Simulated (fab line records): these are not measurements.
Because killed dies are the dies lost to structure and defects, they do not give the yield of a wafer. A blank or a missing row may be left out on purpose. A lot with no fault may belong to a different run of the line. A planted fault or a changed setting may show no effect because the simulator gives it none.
fab line records    flow n5_finfet
[record] lots = 7  wafers = 39
route steps=1938 shown DUMMY_GATE@243 SD_EPI_N@275 SD_EPI_P@307 MOL_CONTACT_COAG@523
start_h: the number of hours between the record's first day and the start of the first shown wafer of the lot    wait_h: hours elapsed since this lot's preceding step    " repeats the value in the row above    L1.1+2: one row covering several wafers at once    - no value, or no start given    * or withheld: withheld    < > ~ a bound
route shown NAME@n: a module of which the file shows steps, and the number in the route of the first    usual: the fault-free wafers' mean and standard deviation    same: alike in all rows    chamber/n: place in a boat    sites: each site's reading    _std_site: the values' standard deviation    _edge_site: mean of outer sites minus mean of inner sites    radius_mm: for every site, how far away it sits from the centre of the wafer    mask NAME#n: copy n    behind: tool/chamber where the wafer was last shaped    hold: reason for holding the lot/hours on hold/outcome of the hold    device: which transistor (n, p or np) failed to switch    end of line: at the end of the route, the tests of the same wafers    a step with no rows: only its recipe    killed: at the first sort, the dies lost to defects and structure; wafer yield is something else    map: dies across one wafer; x = killed, . = not, _ = none there
set.NAME: the run value of the setting; set.NAME@STEP: its run value at that earlier step    model.NAME: the simulator's own value behind a step, which no gauge read
lots with deliberately changed settings; one table per step, one row per wafer
[[steps]]
[step N5_DUMMY_GATE_ETCH_31]
[recipe] chemistry = C4F6/O2  target = SiO2  mask_material = SOC  target_depth_a = 825  time_s = 27.5  ion_energy_ev = 250  pressure_mtorr = 30  source_w = 345  bias_w = 185  Ar_flow_sccm = 300  C4F6_flow_sccm = 10  O2_flow_sccm = 10
lot.wafer  tool         chamber  start_h  wait_h  set.target_depth_a  model.etch.depth_nm  model.SOC_of_DUMMY_GATE_COAT_34.thk_nm
L077.1     rie_diel-03  0        64.63    0.0     784.9               81.26                51.8
L077.2     "            1        "        "       825                 83.73                51.6
L077.3     "            3        "        "       784.9               81.53                52
L077.4     "            2        "        "       825                 80.73                52
L077.5     "            1        "        "       825                 83.03                51.8
L077.6     "            0        "        "       784.9               81.07                52
L079.1     rie_diel-02  0        76.53    0.0     825                 81.03                51.8
L079.3     "            1        "        "       825                 81.75                51.8
L079.5     "            3        "        "       825                 81.19                51.6
L085.1     rie_diel-02  1        116.98   0.0     825                 81.85                51.6
L085.2     "            3        "        "       723.2               71.04                52.8
L085.3     "            2        "        "       723.2               71.16                52.8
L085.4     "            0        "        "       723.2               71.57                52.6
L085.5     "            2        "        "       825                 81.08                51.6
L085.6     "            3        "        "       825                 81.08                51.4
L092.1     rie_diel-03  3        155.37   0.0     825                 83.84                51.8
L092.2     "            0        "        "       825                 83.4                 52
L092.3     "            2        "        "       906                 87.03                51.4
L092.4     "            3        "        "       906                 92.27                51
L092.5     "            2        "        "       825                 79.51                52.2
L092.6     "            0        "        "       906                 91.33                51
L093.1     rie_diel-02  1        165.82   0.0     911.3               90.56                50.8
L093.2     "            2        "        "       911.3               88.68                51
L093.3     "            3        "        "       825                 80.86                51.8
L093.4     "            0        "        "       825                 80.5                 51.6
L093.5     "            2        "        "       825                 80.58                51.6
L093.6     "            1        "        "       911.3               90.04                50.8
L094.1     rie_diel-05  3        166.81   0.2     755.9               76.41                52.2
L094.2     "            1        "        "       825                 85.24                51.2
L094.3     "            0        "        "       755.9               75.07                52.2
L094.4     "            2        "        "       825                 82.59                51.8
L094.5     "            0        "        "       755.9               74.54                52.4
L094.6     "            1        "        "       825                 85.65                51.2
L096.1     rie_diel-03  2        178.28   0.1     825                 79.95                52
L096.2     "            3        "        "       854                 86.8                 51.4
L096.3     "            0        "        "       825                 83.87                51.6
L096.4     "            3        "        "       854                 87.08                51.4
L096.5     "            0        "        "       854                 86.32                51.2
L096.6     "            2        "        "       825                 79.49                52.2
[step N5_SD_EPI_N_ETCH_35]
[recipe] chemistry = N2/H2  target = SOC  overetch_a = 1080  mask_material = SiARC  temp_c = 40  ion_energy_ev = 100  source_w = 3000  bias_w = 133  pressure_mtorr = 20  time_s = 486  n2_flow_sccm = 200  h2_flow_sccm = 200
[usual] rf_vpp_V = 241.5/1.3
lot.wafer  tool         chamber  start_h  wait_h  set.source_w  rf_vpp_V  model.SiARC_of_SD_EPI_N_COAT_33.thk_nm
L077.1     rie_diel-04  1        66.79    0.0     3000          240.7     19.6
L077.2     "            3        "        "       3000          242.3     20
L077.3     "            2        "        "       3000          240.6     19.8
L077.4     "            0        "        "       3000          240.7     19.6
L077.5     "            3        "        "       3000          242.8     20
L077.6     "            2        "        "       3000          240.4     19.8
L079.1     rie_diel-06  0        78.53    0.0     3000          241.8     20
L079.3     "            3        "        "       3000          239.3     20
L079.5     "            0        "        "       3000          242.2     20
L085.1     rie_diel-01  3        118.89   0.1     3000          240.9     19.6
L085.2     "            2        "        "       3507          230.3     18.2
L085.3     "            3        "        "       3000          242.2     19.4
L085.4     "            2        "        "       3507          228.7     18
L085.5     "            3        "        "       3507          229.5     17.2
L085.6     "            2        "        "       3000          244.9     20
L092.1     rie_diel-06  3        157.44   0.0     2674          249.3     21.4
L092.2     "            2        "        "       2674          251.1     21
L092.3     "            1        "        "       3000          242.2     19.6
L092.4     "            1        "        "       3000          240.6     19.6
L092.5     "            3        "        "       3000          241.3     20
L092.6     "            2        "        "       2674          250.4     21.2
L093.1     rie_diel-01  0        167.73   0.0     3000          242.1     19.8
L093.2     "            2        "        "       2634          254.2     21.6
L093.3     "            1        "        "       2634          253.1     21.6
L093.4     "            0        "        "       3000          242.6     20
L093.5     "            1        "        "       3000          242.6     20
L093.6     "            2        "        "       2634          252.5     21.4
L094.1     rie_diel-01  2        168.79   0.0     3000          242.7     20.2
L094.2     "            1        "        "       2827          246.7     20.8
L094.3     "            0        "        "       3000          243.3     20
L094.4     "            0        "        "       3000          242.5     20.2
L094.5     "            1        "        "       2827          247.3     21
L094.6     "            2        "        "       2827          248.8     20.8
L096.1     rie_diel-06  2        181.05   0.0     2791          247.8     20.6
L096.2     "            3        "        "       3000          238.6     20
L096.3     "            1        "        "       2791          247.2     20.6
L096.4     "            0        "        "       2791          249.9     20.6
L096.5     "            2        "        "       3000          240.8     19.6
L096.6     "            1        "        "       3000          241.7     20
[step N5_SD_EPI_P_ETCH_36]
[recipe] chemistry = CF4  target = SiARC  target_depth_a = 455  mask_material = CAR-ArF-block  time_s = 75.8  ion_energy_ev = 80  pressure_mtorr = 40  source_w = 545  bias_w = 36  Ar_flow_sccm = 100  cf4_flow_sccm = 100  ends = cleared
[usual] rf_vpp_V = 184.2/1.2
lot.wafer  tool         chamber  start_h  wait_h  set.bias_w  rf_vpp_V
L077.1     rie_diel-02  1        71.56    0.0     36          182.6
L077.2     "            0        "        "       37.75       190.7
L077.3     "            2        "        "       37.75       189.7
L077.4     "            3        "        "       36          183.2
L077.5     "            0        "        "       36          184.1
L077.6     "            3        "        "       37.75       188.2
L079.1     rie_diel-03  3        82.95    0.0     36          185.4
L079.3     "            0        "        "       36          185.5
L079.5     "            3        "        "       36          185.0
L085.1     rie_diel-05  0        124.70   0.0     36          183.4
L085.2     "            1        "        "       36          185.1
L085.3     "            3        "        "       41.94       203.6
L085.4     "            2        "        "       41.94       201.4
L085.5     "            0        "        "       41.94       202.8
L085.6     "            3        "        "       36          183.6
L092.1     rie_diel-05  2        164.57   0.0     36          181.8
L092.2     "            1        "        "       36          185.1
L092.3     "            0        "        "       36          183.4
L092.4     "            3        "        "       36          185.8
L092.5     "            3        "        "       36          184.1
L092.6     "            0        "        "       36          183.6
L093.1     rie_diel-05  1        172.99   0.0     36          186.4
L093.2     "            2        "        "       33.58       174.9
L093.3     "            0        "        "       36          183.0
L093.4     "            2        "        "       33.58       172.8
L093.5     "            0        "        "       33.58       174.8
L093.6     "            1        "        "       36          185.4
L094.1     rie_diel-02  1        173.78   0.0     36          184.3
L094.2     "            0        "        "       36          185.0
L094.3     "            2        "        "       36          183.1
L094.4     "            3        "        "       36          182.7
L094.5     "            2        "        "       36          184.3
L094.6     "            1        "        "       36          183.8
L096.1     rie_diel-03  2        186.09   0.0     36          183.6
L096.2     "            0        "        "       36          184.1
L096.3     "            3        "        "       36          184.0
L096.4     "            0        "        "       36          186.1
L096.5     "            3        "        "       36          183.3
L096.6     "            2        "        "       36          185.0
[step N5_MOL_CONTACT_COAG_EXPOSE_05]
[recipe] mask_id = CA  na = 0.33  source_shape = annular  sigma_inner = 0.4  sigma_outer = 0.8  polarization = unpolarized  defocus_nm = 0  dose_mj = 38.25
lot.wafer   tool            chamber  start_h  wait_h  mask  set.dose_mj
L077.1+2+3  euv_scanner-01  0        106.38   -       CA#0  35.77
L077.4+5+6  "               0        "        "       CA#0  38.25
L079.1+3+5  euv_scanner-02  0        117.35   -       CA#0  38.25
L085.1+3+4  euv_scanner-01  0        158.25   -       CA#0  38.25
L085.2+5+6  "               0        "        "       CA#0  37.04
L092.1+2+4  euv_scanner-01  0        198.12   -       CA#0  38.25
L092.3+5+6  "               0        "        "       CA#0  41.25
L093.1+5+6  euv_scanner-01  0        206.01   -       CA#0  38.25
L093.2+3+4  "               0        "        "       CA#0  35.95
L094.1+2+3  euv_scanner-01  0        207.87   -       CA#0  39.82
L094.4+5+6  "               0        "        "       CA#0  38.25
L096.1+2+5  euv_scanner-02  0        219.57   -       CA#0  38.25
L096.3+4+6  "               0        "        "       CA#0  40.88
[step N5_MOL_CONTACT_COAG_PEB_06]
[recipe] peb_temp_c = 100  peb_time_s = 60  resist = CAR-EUV
[step N5_MOL_CONTACT_COAG_DEVELOP_07]
[recipe] develop_time_s = 30  developer = TMAH  resist = CAR-EUV  rinse_liquid = surfactant_rinse  dry = air_spin  dev_temp_c = 23
[step N5_MOL_CONTACT_COAG_CD_MEAS_08]
[recipe] target_cd_nm = 28  landing_energy_ev = 500  detector = se_inlens  polarity = opening
[usual] cd_nm = 27.91/0.28
lot.wafer  tool       chamber  start_h  wait_h  set.dose_mj@MOL_CONTACT_COAG_EXPOSE_05  cd_nm
L077.1     cd_sem-01  0        106.51   -       35.77                                   26.45
L077.2     "          0        "        "       35.77                                   26.62
L077.3     "          0        "        "       35.77                                   26.24
L077.4     "          0        "        "       38.25                                   28.02
L077.5     "          0        "        "       38.25                                   27.76
L077.6     "          0        "        "       38.25                                   28.09
L079.1     cd_sem-01  0        117.48   -       38.25                                   28.29
L079.3     "          0        "        "       38.25                                   27.97
L079.5     "          0        "        "       38.25                                   27.92
L085.1     cd_sem-02  0        158.38   -       38.25                                   28.05
L085.2     "          0        "        "       37.04                                   27.07
L085.3     "          0        "        "       38.25                                   27.49
L085.4     "          0        "        "       38.25                                   27.72
L085.5     "          0        "        "       37.04                                   26.91
L085.6     "          0        "        "       37.04                                   27.12
L092.1     cd_sem-03  0        198.25   -       38.25                                   27.48
L092.2     "          0        "        "       38.25                                   27.57
L092.3     "          0        "        "       41.25                                   29.04
L092.4     "          0        "        "       38.25                                   27.11
L092.5     "          0        "        "       41.25                                   29.54
L092.6     "          0        "        "       41.25                                   29.39
L093.1     cd_sem-03  0        206.14   -       38.25                                   27.76
L093.2     "          0        "        "       35.95                                   26.85
L093.3     "          0        "        "       35.95                                   26.59
L093.4     "          0        "        "       35.95                                   26.73
L093.5     "          0        "        "       38.25                                   27.55
L093.6     "          0        "        "       38.25                                   27.79
L094.1     cd_sem-01  0        208.00   -       39.82                                   28.89
L094.2     "          0        "        "       39.82                                   28.37
L094.3     "          0        "        "       39.82                                   28.74
L094.4     "          0        "        "       38.25                                   27.26
L094.5     "          0        "        "       38.25                                   27.37
L094.6     "          0        "        "       38.25                                   27.57
L096.1     cd_sem-01  0        219.71   -       38.25                                   27.93
L096.2     "          0        "        "       38.25                                   27.73
L096.3     "          0        "        "       40.88                                   29.16
L096.4     "          0        "        "       40.88                                   29.01
L096.5     "          0        "        "       38.25                                   27.89
L096.6     "          0        "        "       40.88                                   29.32
[step N5_MOL_CONTACT_COAG_DESCUM_13]
[recipe] chemistry = O2  time_s = 7  source_power_w = 50  bias_power_w = 20  pressure_mtorr = 20  rf_frequency_hz = 2.712e+07  temp_c = 40  resist = CAR-EUV  o2_flow_sccm = 225
[step N5_MOL_CONTACT_COAG_ETCH_59]
[recipe] chemistry = N2/H2  target = underlayer  target_depth_a = 130  mask_material = CAR-EUV  time_s = 10.4  ion_energy_ev = 200  pressure_mtorr = 30  source_w = 840  bias_w = 150  n2_flow_sccm = 200  h2_flow_sccm = 200  ends = cleared
lot.wafer   tool         chamber  start_h  wait_h  set.dose_mj@MOL_CONTACT_COAG_EXPOSE_05  model.MOL_CONTACT_COAG.cd_offset_nm
L077.1+2    rie_diel-01  1,3      106.66   0.0     35.77                                   -1.8
L077.3      "            2        "        "       35.77                                   -1.6
L077.4      "            2        "        "       38.25                                   -0.2
L077.5      "            1        "        "       38.25                                   -0.4
L077.6      "            3        "        "       38.25                                   0
L079.1+3+5  rie_diel-04  0,2,2    117.96   0.0     38.25                                   0
L085.1+3+4  rie_diel-01  1,0,2    158.53   0.0     38.25                                   0
L085.2      "            2        "        "       37.04                                   -0.6
L085.5      "            0        "        "       37.04                                   -0.8
L085.6      "            1        "        "       37.04                                   -1
L092.1+4    rie_diel-06  2        198.41   0.0     38.25                                   0
L092.2      "            0        "        "       38.25                                   -0.4
L092.3      "            1        "        "       41.25                                   1.2
L092.5      "            1        "        "       41.25                                   1.6
L092.6      "            0        "        "       41.25                                   1.4
L093.1+5+6  rie_diel-04  2,2,3    206.30   0.0     38.25                                   -0.2
L093.2      "            1        "        "       35.95                                   -1.6
L093.3+4    "            3,0      "        "       35.95                                   -1.4
L094.1+2+3  rie_diel-06  0,1,3    208.22   0.0     39.82                                   0.6
L094.4      "            3        "        "       38.25                                   -0.4
L094.5+6    "            0,1      "        "       38.25                                   -0.2
L096.1+2+5  rie_diel-04  0,3,1    220.42   0.0     38.25                                   0
L096.3      "            1        "        "       40.88                                   1.4
L096.4+6    "            2        "        "       40.88                                   1.2
[step N5_MOL_CONTACT_COAG_ETCH_105]
[recipe] chemistry = CF4  target = SiARC  target_depth_a = 156  mask_material = CAR-EUV  time_s = 26  ion_energy_ev = 80  pressure_mtorr = 40  source_w = 545  bias_w = 36  Ar_flow_sccm = 100  cf4_flow_sccm = 100  ends = cleared
lot.wafer   tool         chamber  start_h  wait_h  set.dose_mj@MOL_CONTACT_COAG_EXPOSE_05  model.MOL_CONTACT_COAG.cd_offset_nm
L077.1+2+3  rie_diel-01  1,3,2    106.68   0.0     35.77                                   -1.8
L077.4      "            2        "        "       38.25                                   -0.2
L077.5      "            1        "        "       38.25                                   -0.4
L077.6      "            3        "        "       38.25                                   0
L079.1      rie_diel-04  0        117.98   0.0     38.25                                   0.2
L079.3+5    "            2        "        "       38.25                                   0
L085.1+4    rie_diel-01  1,2      158.55   0.0     38.25                                   -0.2
L085.2      "            2        "        "       37.04                                   -0.6
L085.3      "            0        "        "       38.25                                   0
L085.5      "            0        "        "       37.04                                   -0.8
L085.6      "            1        "        "       37.04                                   -1
L092.1+4    rie_diel-06  2        198.43   0.0     38.25                                   0
L092.2      "            0        "        "       38.25                                   -0.4
L092.3      "            1        "        "       41.25                                   1.2
L092.5      "            1        "        "       41.25                                   1.6
L092.6      "            0        "        "       41.25                                   1.4
L093.1      rie_diel-04  2        206.32   0.0     38.25                                   -0.4
L093.2+3    "            1,3      "        "       35.95                                   -1.4
L093.4      "            0        "        "       35.95                                   -1.2
L093.5      "            2        "        "       38.25                                   -0.2
L093.6      "            3        "        "       38.25                                   0
L094.1+2+3  rie_diel-06  0,1,3    208.24   0.0     39.82                                   0.6
L094.4      "            3        "        "       38.25                                   -0.4
L094.5      "            0        "        "       38.25                                   0
L094.6      "            1        "        "       38.25                                   -0.2
L096.1+2    rie_diel-04  0,3      220.44   0.0     38.25                                   0.2
L096.3      "            1        "        "       40.88                                   1.4
L096.4+6    "            2        "        "       40.88                                   1.2
L096.5      "            1        "        "       38.25                                   0
[step N5_MOL_CONTACT_COAG_ETCH_106]
[recipe] chemistry = N2/H2  target = SOC  target_depth_a = 800  overetch_a = 160  mask_material = SiARC  temp_c = 40  time_s = 120  ion_energy_ev = 200  pressure_mtorr = 30  source_w = 840  bias_w = 150  n2_flow_sccm = 200  h2_flow_sccm = 200
[step N5_MOL_CONTACT_COAG_STRIP_107]
[recipe] chemistry = N2/H2  temp_c = 40  n2_flow_sccm = 200  h2_flow_sccm = 200  rf_frequency_hz = 6e+07
[step N5_MOL_CONTACT_COAG_ETCH_110]
[recipe] chemistry = CF4/O2  target = Si  target_depth_a = 25  time_s = 8  pressure_mtorr = 100  source_w = 200  bias_w = 12  ion_energy_ev = 60  Ar_flow_sccm = 100  cf4_flow_sccm = 100  O2_flow_sccm = 10
[step N5_MOL_CONTACT_COAG_STRIP_98]
[recipe] chemistry = N2/H2  power_w = 500  temp_c = 40  pressure_mtorr = 50  rf_frequency_hz = 6e+07  overash_fraction = 0.3  bias_power_w = 8  h2_frac = 0.5  n2_flow_sccm = 300  h2_flow_sccm = 300
[step N5_MOL_CONTACT_COAG_CD_MEAS_99]
[recipe] target_cd_nm = 17.2  polarity = opening
[usual] cd_nm = 17.2/0.36
lot.wafer  tool       chamber  start_h  wait_h  set.dose_mj@MOL_CONTACT_COAG_EXPOSE_05  cd_nm
L077.1     cd_sem-03  -        107.03   -       35.77                                   15.5
L077.2     "          -        "        "       35.77                                   15.9
L077.3     "          -        "        "       35.77                                   15.3
L077.4     "          -        "        "       38.25                                   16.6
L077.5     "          -        "        "       38.25                                   16.2
L077.6     "          -        "        "       38.25                                   17.5
L079.1     cd_sem-01  -        118.32   -       38.25                                   17.1
L079.3     "          -        "        "       38.25                                   17.2
L079.5     "          -        "        "       38.25                                   17.3
L085.1     cd_sem-03  -        158.90   -       38.25                                   17.4
L085.2     "          -        "        "       37.04                                   16.2
L085.3     "          -        "        "       38.25                                   17.7
L085.4     "          -        "        "       38.25                                   16.8
L085.5     "          -        "        "       37.04                                   16.2
L085.6     "          -        "        "       37.04                                   16.1
L092.1     cd_sem-02  -        198.77   -       38.25                                   17.7
L092.2     "          -        "        "       38.25                                   17.3
L092.3     "          -        "        "       41.25                                   18.7
L092.4     "          -        "        "       38.25                                   17.6
L092.5     "          -        "        "       41.25                                   18.6
L092.6     "          -        "        "       41.25                                   18.9
L093.1     cd_sem-03  -        206.66   -       38.25                                   17.1
L093.2     "          -        "        "       35.95                                   15.5
L093.3     "          -        "        "       35.95                                   15.5
L093.4     "          -        "        "       35.95                                   15.8
L093.5     "          -        "        "       38.25                                   17.0
L093.6     "          -        "        "       38.25                                   16.7
L094.1     cd_sem-02  -        208.58   -       39.82                                   18.4
L094.2     "          -        "        "       39.82                                   17.8
L094.3     "          -        "        "       39.82                                   18.1
L094.4     "          -        "        "       38.25                                   17.0
L094.5     "          -        "        "       38.25                                   17.5
L094.6     "          -        "        "       38.25                                   17.7
L096.1     cd_sem-01  -        220.78   -       38.25                                   17.3
L096.2     "          -        "        "       38.25                                   16.9
L096.3     "          -        "        "       40.88                                   18.4
L096.4     "          -        "        "       40.88                                   18.2
L096.5     "          -        "        "       38.25                                   17.8
L096.6     "          -        "        "       40.88                                   18.5
[step N5_MOL_CONTACT_COAG_EXPOSE_37]
[recipe] mask_id = VD  na = 0.33  source_shape = annular  sigma_inner = 0.3  sigma_outer = 0.7  polarization = unpolarized  defocus_nm = 0  dose_mj = 62
lot.wafer         tool            chamber  start_h  wait_h  mask  set.dose_mj
L077.1+2+4        euv_scanner-02  0        118.10   -       VD#0  62
L077.3+5+6        "               0        "        "       VD#0  59.22
L079.1+3+5        euv_scanner-01  0        130.51   -       VD#0  62
L085.1+4+6        euv_scanner-01  0        169.30   -       VD#0  58.37
L085.2+3+5        "               0        "        "       VD#0  62
L092.1+2+3        euv_scanner-02  0        207.99   -       VD#0  57.14
L092.4+5+6        "               0        "        "       VD#0  62
L093.1+2+6        euv_scanner-02  0        216.14   -       VD#0  57.51
L093.3+4+5        "               0        "        "       VD#0  62
L094.1+2+3+4+5+6  euv_scanner-01  0        218.41   -       VD#0  62
L096.1+2+3+4+5+6  euv_scanner-01  0        230.84   -       VD#0  62
[step N5_MOL_CONTACT_COAG_PEB_38]
[recipe] peb_temp_c = 100  peb_time_s = 60  resist = CAR-EUV
[step N5_MOL_CONTACT_COAG_DEVELOP_39]
[recipe] develop_time_s = 30  developer = TMAH  resist = CAR-EUV  rinse_liquid = surfactant_rinse  dry = air_spin  dev_temp_c = 23
[step N5_MOL_CONTACT_COAG_CD_MEAS_40]
[recipe] target_cd_nm = 25.1  landing_energy_ev = 500  detector = se_inlens  polarity = opening
[usual] cd_nm = 25.04/0.29
lot.wafer  tool       chamber  start_h  wait_h  set.dose_mj@MOL_CONTACT_COAG_EXPOSE_37  cd_nm
L077.1     cd_sem-02  0        118.25   -       62                                      25.08
L077.2     "          0        "        "       62                                      25.44
L077.3     "          0        "        "       59.22                                   24.09
L077.4     "          0        "        "       62                                      25.49
L077.5     "          0        "        "       59.22                                   24.26
L077.6     "          0        "        "       59.22                                   24.40
L079.1     cd_sem-02  0        130.66   -       62                                      25.00
L079.3     "          0        "        "       62                                      25.34
L079.5     "          0        "        "       62                                      25.58
L085.1     cd_sem-02  0        169.45   -       58.37                                   24.37
L085.2     "          0        "        "       62                                      25.06
L085.3     "          0        "        "       62                                      25.81
L085.4     "          0        "        "       58.37                                   24.47
L085.5     "          0        "        "       62                                      25.31
L085.6     "          0        "        "       58.37                                   24.43
L092.1     cd_sem-02  0        208.13   -       57.14                                   23.05
L092.2     "          0        "        "       57.14                                   23.40
L092.3     "          0        "        "       57.14                                   23.45
L092.4     "          0        "        "       62                                      24.89
L092.5     "          0        "        "       62                                      24.86
L092.6     "          0        "        "       62                                      25.24
L093.1     cd_sem-02  0        216.29   -       57.51                                   23.67
L093.2     "          0        "        "       57.51                                   23.29
L093.3     "          0        "        "       62                                      24.94
L093.4     "          0        "        "       62                                      25.17
L093.5     "          0        "        "       62                                      25.30
L093.6     "          0        "        "       57.51                                   23.35
L094.1     cd_sem-01  0        218.56   -       62                                      24.93
L094.2     "          0        "        "       62                                      24.84
L094.3     "          0        "        "       62                                      25.49
L094.4     "          0        "        "       62                                      24.41
L094.5     "          0        "        "       62                                      24.73
L094.6     "          0        "        "       62                                      24.82
L096.1     cd_sem-03  0        230.98   -       62                                      24.41
L096.2     "          0        "        "       62                                      25.07
L096.3     "          0        "        "       62                                      24.62
L096.4     "          0        "        "       62                                      25.06
L096.5     "          0        "        "       62                                      25.31
L096.6     "          0        "        "       62                                      24.77
[[key]]
[split] step = N5_DUMMY_GATE_ETCH_31  setting = target_depth_a  stated = 825  by = wafer
[response] step = N5_DUMMY_GATE_ETCH_31  reading = model.etch.depth_nm  change = +0.862  per = 1%  r = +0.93
[response] step = N5_DUMMY_GATE_ETCH_31  reading = model.SOC_of_DUMMY_GATE_COAT_34.thk_nm  change = -0.0898  per = 1%  r = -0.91
[split] step = N5_SD_EPI_N_ETCH_35  setting = source_w  stated = 3000  by = wafer
[response] step = N5_SD_EPI_N_ETCH_35  reading = rf_vpp_V  change = -0.84  per = 1%  r = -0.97
[response] step = N5_SD_EPI_N_ETCH_35  reading = model.SiARC_of_SD_EPI_N_COAT_33.thk_nm  change = -0.12  per = 1%  r = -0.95
[split] step = N5_SD_EPI_P_ETCH_36  setting = bias_w  stated = 36  by = wafer
[response] step = N5_SD_EPI_P_ETCH_36  reading = rf_vpp_V  change = +1.2  per = 1%  r = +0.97
[split] step = N5_MOL_CONTACT_COAG_EXPOSE_05  setting = dose_mj  stated = 38.25  by = wafer
[response] step = N5_MOL_CONTACT_COAG_CD_MEAS_08  reading = cd_nm  change = +0.222  per = 1%  r = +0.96
[response] step = N5_MOL_CONTACT_COAG_ETCH_59  reading = model.MOL_CONTACT_COAG.cd_offset_nm  change = +0.208  per = 1%  r = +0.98
[response] step = N5_MOL_CONTACT_COAG_ETCH_105  reading = model.MOL_CONTACT_COAG.cd_offset_nm  change = +0.198  per = 1%  r = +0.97
[response] step = N5_MOL_CONTACT_COAG_CD_MEAS_99  reading = cd_nm  change = +0.183  per = 1%  r = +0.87
[split] step = N5_MOL_CONTACT_COAG_EXPOSE_37  setting = dose_mj  stated = 62  by = wafer
[response] step = N5_MOL_CONTACT_COAG_CD_MEAS_40  reading = cd_nm  change = +0.215  per = 1%  r = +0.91
